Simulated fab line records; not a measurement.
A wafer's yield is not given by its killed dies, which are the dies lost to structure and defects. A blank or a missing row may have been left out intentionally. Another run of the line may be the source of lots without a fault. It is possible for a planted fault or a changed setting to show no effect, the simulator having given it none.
What tool caused it? | flow nand_harc | Sampling: 10 lots, 30 wafers, 6 of 1302 route steps

## WHAT THE GAUGES SHOWED, per wafer
NHARC_P_M1_CD_MEAS_09 targets a cd of 130 nm.
lot  | measured     | on        | cd_nm (nm)
L499 | day 6 14:21  | cd_sem-03 | 129.5 129.2 129.3
L501 | day 7 10:55  | cd_sem-02 | 129.6 130.4 129.3
L504 | day 8 15:52  | cd_sem-03 | 129.5 129.4 129.5
L507 | day 9 23:36  | cd_sem-02 | 129.6 128.9 129.4
L509 | day 11 01:00 | cd_sem-02 | 127.5 130.0 130.4
L511 | day 11 10:58 | cd_sem-03 | 126.7 130.1 129.8
L516 | day 13 18:02 | cd_sem-03 | 130.2 129.6 130.3
L517 | day 14 05:46 | cd_sem-02 | 130.0 129.9 130.1
L518 | day 14 19:40 | cd_sem-03 | 130.0 129.6 130.3
L521 | day 15 20:59 | cd_sem-03 | 130.3 130.2 129.5

NHARC_END_SORT_01.
lot  | measured     | on        | defect_limited_yield (%) | killed_at_array | killed_at_other | killed_at_periphery | killed_dies | killed_open | killed_short | sort_bin_2_pct (%) | sort_bin_3_pct (%) | sort_bin_4_pct (%) | sort_n_pass | sort_rim_yield_pct (%) | sort_yield_pct (%)
L499 | day 24 05:56 | prober-01 | 93.4 90.3 90.0           | 39 58 61        | 0 0 1           | 6 8 6               | 45 66 68    | 4 6 4       | 4 1 8        | 1.9 2.8 3.4        | 0.3 1.2 0.3        | 4.4 5.8 6.4        | 632 611 609 | 89 96 93               | 93.4 90.3 90.0
L501 | day 25 08:07 | prober-01 | 92.9 93.5 92.6           | 44 43 46        | 1 0 1           | 3 1 3               | 48 44 50    | 6 1 3       | 2 1 3        | 2.2 1.9 2.8        | 0.1 0.7 0.7        | 4.7 3.8 3.8        | 629 633 627 | 91 92 92               | 92.9 93.5 92.6
L504 | day 26 12:15 | prober-02 | 95.1 95.6 95.1           | 25 26 25        | 2 2 0           | 6 2 8               | 33 30 33    | 3 3 3       | 3 0 3        | 0.9 1.3 1.3        | 0.4 0 0.4          | 3.5 3.1 3.1        | 644 647 644 | 93 98 98               | 95.1 95.6 95.1
L507 | day 28 09:44 | prober-01 | 93.1 90.4 88.6           | 41 54 71        | 1 3 2           | 5 8 4               | 47 65 77    | 0 4 1       | 4 5 3        | 2.1 4.1 3.8        | 0.9 0.6 1.2        | 4.0 4.9 6.4        | 630 612 600 | 82 84 93               | 93.1 90.4 88.6
L509 | day 29 17:30 | prober-01 | 93.5 90.8 91.3           | 42 60 56        | 0 0 0           | 2 2 3               | 44 62 59    | 2 6 7       | 2 3 2        | 2.1 3.7 3.7        | 0.9 0.3 0.6        | 3.5 5.2 4.4        | 633 615 618 | 100 96 94              | 93.5 90.8 91.3
L511 | day 29 17:29 | prober-02 | 95.4 92.5 93.1           | 30 49 46        | 0 1 0           | 1 1 1               | 31 51 47    | 5 1 4       | 2 1 0        | 1.8 3.2 2.5        | 0.1 0.7 0.4        | 2.7 3.5 4.0        | 646 626 630 | 93 99 98               | 95.4 92.5 93.1
L516 | day 32 01:14 | prober-01 | 93.4 92.3 93.2           | 44 38 38        | 0 1 3           | 1 13 5              | 45 52 46    | 2 1 3       | 3 3 2        | 2.4 2.7 2.2        | 0.3 0.3 0.9        | 4.0 4.7 3.7        | 632 625 631 | 90 88 94               | 93.4 92.3 93.2
L517 | day 32 17:50 | prober-01 | 87.7 89.1 89.8           | 71 66 62        | 0 0 1           | 12 8 6              | 83 74 69    | 4 3 3       | 3 3 2        | 4.4 4.0 3.4        | 0.9 0.6 1.0        | 6.9 6.4 5.8        | 594 603 608 | 79 92 83               | 87.7 89.1 89.8
L518 | day 33 04:17 | prober-01 | 89.1 90.8 91.1           | 71 57 51        | 0 0 0           | 3 5 9               | 74 62 60    | 4 3 2       | 2 5 3        | 2.4 2.8 3.8        | 1.2 0.7 0.1        | 7.4 5.6 4.9        | 603 615 617 | 90 85 92               | 89.1 90.8 91.1
L521 | day 34 02:04 | prober-01 | 89.8 90.7 92.5           | 67 56 46        | 1 1 1           | 1 6 4               | 69 63 51    | 2 4 4       | 2 2 2        | 4.4 4.4 3.2        | 0.6 0.9 0.9        | 5.2 4.0 3.4        | 608 614 626 | 85 89 89               | 89.8 90.7 92.5

## TOOL THAT RAN EACH LOT (tool first, then ch and the chambers of the sampled wafers, then the start)
lot  | NHARC_P_M0_STRIP_18                | NHARC_P_M0_PRE_CLEAN_31         | NHARC_P_M1_PEB_07                 | NHARC_P_M1_ETCH_35
L499 | rie_diel-04 ch 1,2, day 6 10:59    | pecvd-02 ch 0,1,2, day 6 13:10  | litho_track-04 ch 0, day 6 14:16  | rie_diel-13 ch 2,3, day 6 14:37
L501 | rie_diel-10 ch 1,2, day 7 07:25    | pecvd-01 ch 0,1, day 7 09:35    | litho_track-06 ch 0, day 7 10:50  | rie_diel-06 ch 1,2,3, day 7 11:13
L504 | rie_diel-05 ch 0,1,3, day 8 12:29  | pecvd-02 ch 0,1, day 8 14:42    | litho_track-01 ch 0, day 8 15:47  | rie_diel-06 ch 0,1, day 8 16:08
L507 | rie_diel-05 ch 0,3, day 9 20:13    | pecvd-01 ch 0,1, day 9 22:25    | litho_track-01 ch 0, day 9 23:31  | rie_diel-13 ch 1,2, day 9 23:52
L509 | rie_diel-04 ch 1,2, day 10 21:25   | pecvd-01 ch 0,1,2, day 10 23:43 | litho_track-01 ch 0, day 11 00:55 | rie_diel-06 ch 1,3, day 11 01:16
L511 | rie_diel-04 ch 0,2, day 11 07:31   | pecvd-01 ch 1,2, day 11 09:38   | litho_track-01 ch 0, day 11 10:53 | rie_diel-06 ch 1,2,3, day 11 11:14
L516 | rie_diel-10 ch 0,3, day 13 14:40   | pecvd-01 ch 1,2, day 13 16:50   | litho_track-06 ch 0, day 13 17:58 | rie_diel-13 ch 0,3, day 13 18:19
L517 | rie_diel-05 ch 0,1,2, day 14 02:19 | pecvd-02 ch 0,1,2, day 14 04:26 | litho_track-06 ch 0, day 14 05:41 | rie_diel-06 ch 0,1,3, day 14 06:02
L518 | rie_diel-04 ch 0,3, day 14 16:10   | pecvd-02 ch 0,1,2, day 14 18:22 | litho_track-06 ch 0, day 14 19:35 | rie_diel-13 ch 0,1,2, day 14 19:56
L521 | rie_diel-10 ch 1,2,3, day 15 17:40 | pecvd-01 ch 1,2, day 15 19:49   | litho_track-01 ch 0, day 15 20:55 | rie_diel-13 ch 1,2,3, day 15 21:17
- NHARC_P_M0_STRIP_18: strips in N2/H2.
- NHARC_P_M0_PRE_CLEAN_31: time 12 s.
- NHARC_P_M1_PEB_07: peb time 65 s.
- NHARC_P_M1_ETCH_35: etches the open film in N2/H2, target depth 40 nm, overetch 12 nm, time 43.94 s.

## WHAT THE TOOLS THEMSELVES READ (means of the sampled wafers that have a number; where no wafer has one, the mark that the record gives instead)
NHARC_P_M0_STRIP_18.
lot  | tool        | drypump_motor_current_A (A) | h2_flow_sccm (sccm) | oes_product_au (a.u.) | rf_fwd_power_W (W) | rf_vpp_V (V) | showerhead_plenum_p_Torr (Torr) | throttle_valve_pct (%)
L499 | rie_diel-04 | 5.6                         | 150.3               | 0.999                 | 996                | 91.1         | 2.00                            | 14.172
L501 | rie_diel-10 | 5.9                         | 150.2               | 1.000                 | 1001               | 89.8         | 2.03                            | 14.176
L504 | rie_diel-05 | 5.3                         | 149.7               | 1.006                 | 999                | 90.3         | 2.05                            | 14.174
L507 | rie_diel-05 | 5.3                         | 150.1               | 1.001                 | 998                | 90.5         | 2.00                            | 14.170
L509 | rie_diel-04 | 5.3                         | 150.2               | 0.994                 | 998                | 89.0         | 1.97                            | 14.168
L511 | rie_diel-04 | 5.3                         | 150.4               | 0.993                 | 998                | 89.9         | 1.95                            | 14.170
L516 | rie_diel-10 | 5.9                         | 150.0               | 1.009                 | 996                | 90.5         | 2.13                            | 14.177
L517 | rie_diel-05 | 5.7                         | 149.6               | 1.005                 | 998                | 90.6         | 2.05                            | 14.164
L518 | rie_diel-04 | 5.8                         | 149.9               | 1.003                 | 993                | 91.1         | 2.01                            | 14.176
L521 | rie_diel-10 | 6.1                         | 150.0               | 0.992                 | 999                | 90.9         | 2.01                            | 14.169

NHARC_P_M0_PRE_CLEAN_31.
lot  | tool     | heater_power_w (W) | rf_fwd_power_W (W)
L499 | pecvd-02 | 596                | 292.0
L501 | pecvd-01 | 724                | 292.2
L504 | pecvd-02 | 633                | 292.5
L507 | pecvd-01 | 676                | 293.0
L509 | pecvd-01 | 633                | 292.6
L511 | pecvd-01 | 585                | 292.3
L516 | pecvd-01 | 577                | 292.8
L517 | pecvd-02 | 606                | 291.6
L518 | pecvd-02 | 597                | 293.1
L521 | pecvd-01 | 678                | 293.3

NHARC_P_M1_PEB_07.
lot  | tool           | heater_power_total_W (W)
L499 | litho_track-04 | 156.4
L501 | litho_track-06 | 156.6
L504 | litho_track-01 | 156.4
L507 | litho_track-01 | 156.7
L509 | litho_track-01 | 159.1
L511 | litho_track-01 | 159.2
L516 | litho_track-06 | 156.2
L517 | litho_track-06 | 156.6
L518 | litho_track-06 | 156.6
L521 | litho_track-01 | 156.6

NHARC_P_M1_ETCH_35.
lot  | tool        | drypump_motor_current_A (A) | h2_flow_sccm (sccm) | oes_product_au (a.u.) | rf_fwd_power_W (W) | rf_vpp_V (V) | showerhead_plenum_p_Torr (Torr) | throttle_valve_pct (%)
L499 | rie_diel-13 | 5.5                         | 150.2               | 0.996                 | 394.5              | 431.6        | 2.07                            | 14.178
L501 | rie_diel-06 | 5.7                         | 150.0               | 1.000                 | 394.8              | 429.5        | 2.00                            | 14.174
L504 | rie_diel-06 | 5.3                         | 149.5               | 0.997                 | 396.1              | 429.4        | 2.00                            | 14.181
L507 | rie_diel-13 | 5.2                         | 150.0               | 0.995                 | 394.8              | 429.4        | 2.01                            | 14.173
L509 | rie_diel-06 | 5.9                         | 149.8               | 0.993                 | 397.3              | 429.0        | 1.99                            | 14.173
L511 | rie_diel-06 | 5.7                         | 150.0               | 0.994                 | 394.8              | 429.9        | 2.00                            | 14.165
L516 | rie_diel-13 | 6.1                         | 150.1               | 0.996                 | 396.0              | 428.6        | 1.98                            | 14.163
L517 | rie_diel-06 | 5.5                         | 150.2               | 1.002                 | 397.0              | 428.8        | 2.00                            | 14.168
L518 | rie_diel-13 | 5.6                         | 150.0               | 1.000                 | 394.6              | 430.4        | 2.01                            | 14.175
L521 | rie_diel-13 | 5.4                         | 150.5               | 1.004                 | 394.0              | 429.9        | 2.02                            | 14.167

## THE ANSWER, worked out from the rows above alone
Rule: the usual values come from the lots themselves. The widest of any qualifying gaps counts: lots, ordered by their means at a reading, are off when they make up no more than a third of the lots, leave a main group of 4 or more, and stand apart from it by 3 or more times the standard deviation of that group's means. A main group whose means are all the same, to the digits that the tables above print for the reading, isn't used. Also off: a lot with no number at a reading for which 4 or more lots have one. All remaining lots with rows at the step are treated as sound. The gauges are gone through in route order, then the tools' own readings, and for those a lot's mean is taken as printed above. The first step at which some lot is off is used, and at that step the reading that is off furthest; a lot without a number counts as furthest.
Off: L509, L511, at NHARC_P_M1_PEB_07 (heater_power_total_W). Main group: mean 156.5 W, sd 0.15.
If a tool, at that step or one of the process steps before it, ran each lot that is off and ran no sound lot following the first of them, it fits. Not one of the candidates tried fits.

## WHAT WAS PUT IN BY THE SIMULATOR
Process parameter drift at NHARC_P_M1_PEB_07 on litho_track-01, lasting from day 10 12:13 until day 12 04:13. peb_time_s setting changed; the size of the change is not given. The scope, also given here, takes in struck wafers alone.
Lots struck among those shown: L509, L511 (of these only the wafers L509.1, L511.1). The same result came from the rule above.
